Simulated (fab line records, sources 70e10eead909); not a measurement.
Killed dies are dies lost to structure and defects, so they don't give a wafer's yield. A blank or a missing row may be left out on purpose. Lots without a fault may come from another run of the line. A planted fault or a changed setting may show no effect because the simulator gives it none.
Chamber matching | flow nand_harc | NHARC_P_M2_DEP_33 on pecvd-02: 3 sister chambers
The step deposits SiCN, target thk 30 nm. 6 wafers are shown with their chamber, then 8 later ones without.

WAFERS WITH THEIR CHAMBER
wafer  | chamber | heater_power_w (W)
L079.1 | 1       | 601
L086.3 | 1       | 547
L091.3 | 2       | 586
L091.4 | 0       | 594
L091.6 | 2       | 589
L092.4 | 0       | 544

WAFERS WITHOUT THEIR CHAMBER
wafer  | heater_power_w (W)
L092.5 | 563
L092.6 | 566
L093.4 | 557
L093.5 | 588
L093.6 | 587
L097.1 | 559
L097.2 | 573
L097.5 | 569

WHICH CHAMBER EACH WENT THROUGH
wafer  | from the rows above          | in truth
L092.5 | can't be placed: 0 or 1 or 2 | 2
L092.6 | can't be placed: 0 or 1 or 2 | 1
L093.4 | can't be placed: 0 or 1 or 2 | 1
L093.5 | can't be placed: 2 or 1 or 0 | 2
L093.6 | can't be placed: 2 or 1 or 0 | 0
L097.1 | can't be placed: 0 or 1 or 2 | 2
L097.2 | can't be placed: 1 or 0 or 2 | 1
L097.5 | can't be placed: 0 or 1 or 2 | 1
Placed correctly: 0 of 8. Can't be placed from these rows: 8 (the true chamber is among the candidates in 8). Placed wrongly: 0.
How it was worked out, from the rows above alone: a wafer's distance from a chamber is the root of the sum, over the readings, of the square of ((its reading less the chamber's mean) divided by the reading's scatter). The wafer belongs to the nearest chamber; if the next one is less than 2 further off, it can't be placed. A chamber's mean is the mean of its shown wafers. The scatter: the root of (the sum of the squares of (reading less its chamber's mean) over the shown wafers, divided by (wafers less chambers)).
